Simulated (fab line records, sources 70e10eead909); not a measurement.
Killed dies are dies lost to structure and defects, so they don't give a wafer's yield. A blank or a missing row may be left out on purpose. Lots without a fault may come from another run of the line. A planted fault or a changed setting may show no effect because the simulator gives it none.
A struck lot beside a sound one | flow nand_harc | 14 steps out of a route of 1159
Sound: wafers L606.1, L606.2, L606.4. Struck: wafer L611.3. (L611.1, L611.5 of the same lot were not struck and are left out.) The cause comes at the end.
At each step with rows: each side's tool, then ch and its chambers, then its first start. Under that, the readings that differ: sound wafers | struck wafers | difference of the means | sigmas: that difference in standard deviations of wafers without a fault.
alike: readings whose means differ by less than 2 such deviations, and words and numbers that are the same on both sides. not compared: withheld readings, readings that some wafer has no value for, bounds like >300 that may hide the same value, and numbers for which the record gives no deviation and whose values overlap.
The two part at a step that has a row with sigmas, a row that says differs or no value, or rows on one side only. Numbers that don't overlap but have no deviation are shown without sigmas and don't part them. A reading that every wafer of one side lacks parts them only if that side has two wafers or more.

first, 3 steps without rows for these wafers: NHARC_A_SLIT_EXPOSE_06 (exposes mask SLIT); NHARC_A_SLIT_PEB_07 (peb time 65 s); NHARC_A_SLIT_DEVELOP_08 (develop time 35 s).
NHARC_A_SLIT_CD_MEAS_09: target cd 300 nm.
  sound on cd_sem-01 ch 0, day 16 14:55; struck on cd_sem-01 ch 0, day 17 12:46
  alike: cd_nm
NHARC_A_SLIT_OVL_MEAS_10:
  sound on overlay-01, day 16 15:00; struck on overlay-02, day 17 12:51
  alike: overlay_x_nm, overlay_y_nm
NHARC_A_SLIT_INSPECT_11:
  sound on defect_inspect-01, day 16 15:02; struck on defect_inspect-02, day 17 12:53
  alike: raw_defect_count
NHARC_A_SLIT_DESCUM_14: chemistry O2, time 3 s.
  sound on rie_diel-10 ch 1,2,3, day 16 15:06; struck on rie_diel-07 ch 0, day 17 12:58
  reading                | sound          | struck | difference | sigmas
  rf_hours_counter_h (h) | 1 1 1          | 10     | +9         |
  rf_vpp_V (V)           | 57.8 58.7 59.6 | 56.3   | -2.4       | -2
  alike: drypump_motor_current_A, oes_product_au, showerhead_plenum_p_Torr, throttle_valve_pct
NHARC_A_SLIT_ETCH_24: etches the open film in CF4/CHF3, target depth 121 nm, time 60.5 s.
  sound on rie_diel-10 ch 0,2,3, day 16 15:11; struck on rie_diel-07 ch 2, day 17 13:02
  reading                | sound | struck | difference | sigmas
  rf_hours_counter_h (h) | 1 2 1 | 11     | +10        |
  alike: chf3_flow_sccm, drypump_motor_current_A, oes_product_au, rf_vpp_V, showerhead_plenum_p_Torr, throttle_valve_pct
then, 1 step without rows for these wafers: NHARC_A_SLIT_ETCH_15 (etches the open film in O2/COS, target depth 3200 nm, time 832 s).
NHARC_A_SLIT_ETCH_17: etches the open film in C4F8/O2/Ar, time 1687.5 s, target depth 10100 nm.
  sound on har_etch-02 ch 0,1, day 16 19:52; struck on har_etch-01 ch 1, day 17 15:19
  alike: drypump_motor_current_A, showerhead_plenum_p_Torr, throttle_valve_pct
  not compared: rf_hours_counter_h
NHARC_A_SLIT_ETCH_26: etches the open film in C4F8/O2/Ar, time 90 s, target depth 400 nm.
  sound on har_etch-02 ch 0,1, day 16 21:23; struck on har_etch-01 ch 1, day 17 16:34
  alike: drypump_motor_current_A, showerhead_plenum_p_Torr, throttle_valve_pct
  not compared: rf_hours_counter_h
then, 1 step without rows for these wafers: NHARC_A_SLIT_STRIP_28 (strips in O2/COS).
NHARC_A_SLIT_ETCH_29: etches the open film in CF4/O2, target depth 100 nm, overetch 10 nm, time 55 s.
  sound on rie_diel-09 ch 0,1,3, day 16 21:59; struck on rie_diel-07 ch 3, day 17 17:10
  reading                | sound             | struck | difference | sigmas
  oes_product_au (a.u.)  | 1.033 1.015 1.008 | 0.924  | -0.095     | -8
  rf_hours_counter_h (h) | 8 8 8             | 10     | +2         |
  alike: drypump_motor_current_A, rf_vpp_V, showerhead_plenum_p_Torr, throttle_valve_pct
NHARC_A_SLIT_STRIP_18: strips in O2.
  sound on rie_diel-09 ch 0,2,3; struck on rie_diel-07 ch 2
  reading                     | sound       | struck | difference | sigmas
  drypump_motor_current_A (A) | 6.0 6.2 5.8 | 5.1    | -0.9       | -2
  rf_hours_counter_h (h)      | 9 8 8       | 12     | +4         |
  alike: oes_product_au, rf_vpp_V, showerhead_plenum_p_Torr, throttle_valve_pct

WHERE THEY PART
First at NHARC_A_SLIT_DESCUM_14; last, within this record, at NHARC_A_SLIT_STRIP_18.

WHY: what the simulator had put in
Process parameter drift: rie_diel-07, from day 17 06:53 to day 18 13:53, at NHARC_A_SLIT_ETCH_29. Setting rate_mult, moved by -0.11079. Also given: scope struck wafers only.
